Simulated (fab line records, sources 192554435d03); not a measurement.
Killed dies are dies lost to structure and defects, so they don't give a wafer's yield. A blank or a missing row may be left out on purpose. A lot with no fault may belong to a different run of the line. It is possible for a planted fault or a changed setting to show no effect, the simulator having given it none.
Chamber matching || flow n5Finfet || N5_BEOL_M11_CURE_72 on uvCure-01 has 3 sister chambers
The step cures SiCOH lowk, time 120 s. 18 wafers are shown with their chamber, then 9 later ones without.

== WAFERS, EACH WITH ITS CHAMBER ==
{"wafer": "L075.3", "chamber": 2, "wafer_temp_C_max": 373.9, "lampPowerPct (%)": 52.37}
{"wafer": "L075.4", "chamber": 2, "wafer_temp_C_max": 373.5, "lampPowerPct (%)": 52.40}
{"wafer": "L075.6", "chamber": 2, "wafer_temp_C_max": 373.4, "lampPowerPct (%)": 52.16}
{"wafer": "L076.2", "chamber": 0, "wafer_temp_C_max": 371.5, "lampPowerPct (%)": 52.24}
{"wafer": "L076.4", "chamber": 0, "wafer_temp_C_max": 371.8, "lampPowerPct (%)": 52.23}
{"wafer": "L076.5", "chamber": 0, "wafer_temp_C_max": 371.8, "lampPowerPct (%)": 52.40}
{"wafer": "L078.2", "chamber": 0, "wafer_temp_C_max": 371.2, "lampPowerPct (%)": 52.38}
{"wafer": "L078.4", "chamber": 0, "wafer_temp_C_max": 372.4, "lampPowerPct (%)": 52.25}
{"wafer": "L078.6", "chamber": 0, "wafer_temp_C_max": 371.4, "lampPowerPct (%)": 52.26}
{"wafer": "L085.4", "chamber": 0, "wafer_temp_C_max": 372.2, "lampPowerPct (%)": 52.31}
{"wafer": "L085.5", "chamber": 0, "wafer_temp_C_max": 371.8, "lampPowerPct (%)": 52.36}
{"wafer": "L085.6", "chamber": 0, "wafer_temp_C_max": 372.0, "lampPowerPct (%)": 52.29}
{"wafer": "L083.2", "chamber": 1, "wafer_temp_C_max": 372.1, "lampPowerPct (%)": 52.27}
{"wafer": "L083.3", "chamber": 1, "wafer_temp_C_max": 371.6, "lampPowerPct (%)": 52.37}
{"wafer": "L083.4", "chamber": 1, "wafer_temp_C_max": 372.0, "lampPowerPct (%)": 52.31}
{"wafer": "L084.1", "chamber": 1, "wafer_temp_C_max": 371.0, "lampPowerPct (%)": 52.30}
{"wafer": "L084.2", "chamber": 1, "wafer_temp_C_max": 371.6, "lampPowerPct (%)": 52.33}
{"wafer": "L084.4", "chamber": 1, "wafer_temp_C_max": 371.0, "lampPowerPct (%)": 52.24}

SIGNATURES, as means of the wafers listed above
{"reading": "wafer_temp_C_max", "chamber 0": 371.789, "chamber 1": 371.550, "chamber 2": 373.600, "scatter within a chamber": 0.402}
{"reading": "lampPowerPct", "chamber 0": 52.3022, "chamber 1": 52.3033, "chamber 2": 52.3100, "scatter within a chamber": 0.0718}
Rule: for each reading, subtract the chamber's mean from the wafer's reading, divide by that reading's scatter and square the result; add these up over the readings and take the root, which gives the wafer's distance from the chamber. The wafer belongs to the nearest chamber; if the next one is less than 2 further off, it can't be placed. The scatter: take each reading less its chamber's mean, square it, sum over the shown wafers, divide by the number of wafers less the number of chambers, and take the root.

== WAFERS WHOSE CHAMBER IS MISSING ==
{"wafer": "L087.3", "wafer_temp_C_max": 372.2, "lampPowerPct (%)": 52.29}
{"wafer": "L087.5", "wafer_temp_C_max": 371.6, "lampPowerPct (%)": 52.32}
{"wafer": "L087.6", "wafer_temp_C_max": 371.7, "lampPowerPct (%)": 52.29}
{"wafer": "L091.1", "wafer_temp_C_max": 371.1, "lampPowerPct (%)": 52.28}
{"wafer": "L091.3", "wafer_temp_C_max": 371.4, "lampPowerPct (%)": 52.35}
{"wafer": "L091.5", "wafer_temp_C_max": 371.5, "lampPowerPct (%)": 52.34}
{"wafer": "L081.1", "wafer_temp_C_max": 371.6, "lampPowerPct (%)": 52.28}
{"wafer": "L081.4", "wafer_temp_C_max": 371.3, "lampPowerPct (%)": 52.25}
{"wafer": "L081.5", "wafer_temp_C_max": 371.5, "lampPowerPct (%)": 52.33}

== THE CHAMBER EACH PASSED THROUGH ==
{"wafer": "L087.3", "from the rows above": "can't be placed: 0 or 1", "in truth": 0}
{"wafer": "L087.5", "from the rows above": "can't be placed: 1 or 0", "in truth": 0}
{"wafer": "L087.6", "from the rows above": "can't be placed: 0 or 1", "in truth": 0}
{"wafer": "L091.1", "from the rows above": "can't be placed: 1 or 0", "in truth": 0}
{"wafer": "L091.3", "from the rows above": "can't be placed: 1 or 0", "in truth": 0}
{"wafer": "L091.5", "from the rows above": "can't be placed: 1 or 0", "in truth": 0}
{"wafer": "L081.1", "from the rows above": "can't be placed: 1 or 0", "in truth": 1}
{"wafer": "L081.4", "from the rows above": "can't be placed: 1 or 0", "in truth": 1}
{"wafer": "L081.5", "from the rows above": "can't be placed: 1 or 0", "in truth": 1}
Correctly placed: 0 of 9. From these rows, 9 cannot be placed; in 9 the true chamber is one of the candidates. Wrongly placed: 0.
